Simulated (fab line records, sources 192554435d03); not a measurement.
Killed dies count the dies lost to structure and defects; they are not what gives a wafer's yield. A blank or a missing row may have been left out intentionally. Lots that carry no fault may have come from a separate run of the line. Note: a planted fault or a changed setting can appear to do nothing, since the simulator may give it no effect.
Chamber matching | flow n5 finfet | cmp-04 running N5_BEOL_M10_CMP_52: 4 sister chambers
The step polishes, stops on SiCOH lowk, t overpolish 7 s, target thk 140 nm. 8 wafers are shown with their chamber, then 9 later ones without.

## WAFERS, EACH WITH ITS CHAMBER
wafer  | chamber | motor current A (A) | time to endpoint s (s)
L078.4 | 1       | 6.2                 | 66.1
L080.3 | 1       | 6.2                 | 67.9
L082.1 | 3       | 6.8                 | 67.6
L082.4 | 2       | 7.1                 | 66.2
L082.5 | 0       | 6.5                 | 62.9
L084.2 | 0       | 6.4                 | 63.3
L084.5 | 2       | 6.9                 | 64.0
L084.6 | 3       | 7.3                 | 68.0

## WAFERS WITHOUT THEIR CHAMBER
wafer  | motor current A (A) | time to endpoint s (s)
L087.2 | 6.8                 | 64.4
L087.3 | 6.3                 | 61.0
L087.6 | 6.7                 | 64.0
L089.1 | 6.7                 | 64.1
L089.4 | 7.2                 | 67.5
L089.6 | 6.4                 | 67.8
L092.3 | 6.2                 | 69.2
L092.5 | 6.5                 | 64.1
L092.6 | 7.5                 | 70.7

## WHICH CHAMBER EACH ONE RAN IN
wafer  | from the rows above     | in truth
L087.2 | can't be placed: 2 or 0 | 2
L087.3 | 0                       | 0
L087.6 | can't be placed: 0 or 2 | 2
L089.1 | can't be placed: 0 or 2 | 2
L089.4 | can't be placed: 3 or 2 | 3
L089.6 | 1                       | 1
L092.3 | 1                       | 1
L092.5 | can't be placed: 0 or 2 | 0
L092.6 | 3                       | 3
Placed correctly: 4 of 9. Unplaceable from these rows: 5, with the true chamber sitting among the candidates in 5. Number placed wrongly: 0.
How it was worked out, from the rows above alone: a wafer's distance from a chamber is the root of the sum, over the readings, of the square of ((its reading less the chamber's mean) divided by the reading's scatter). The wafer belongs to the nearest chamber; if the next one is less than 2 further off, it can't be placed. Each chamber's mean is taken over the wafers shown for it. The scatter: take each reading less its chamber's mean, square it, sum over the shown wafers, divide by the number of wafers less the number of chambers, and take the root.
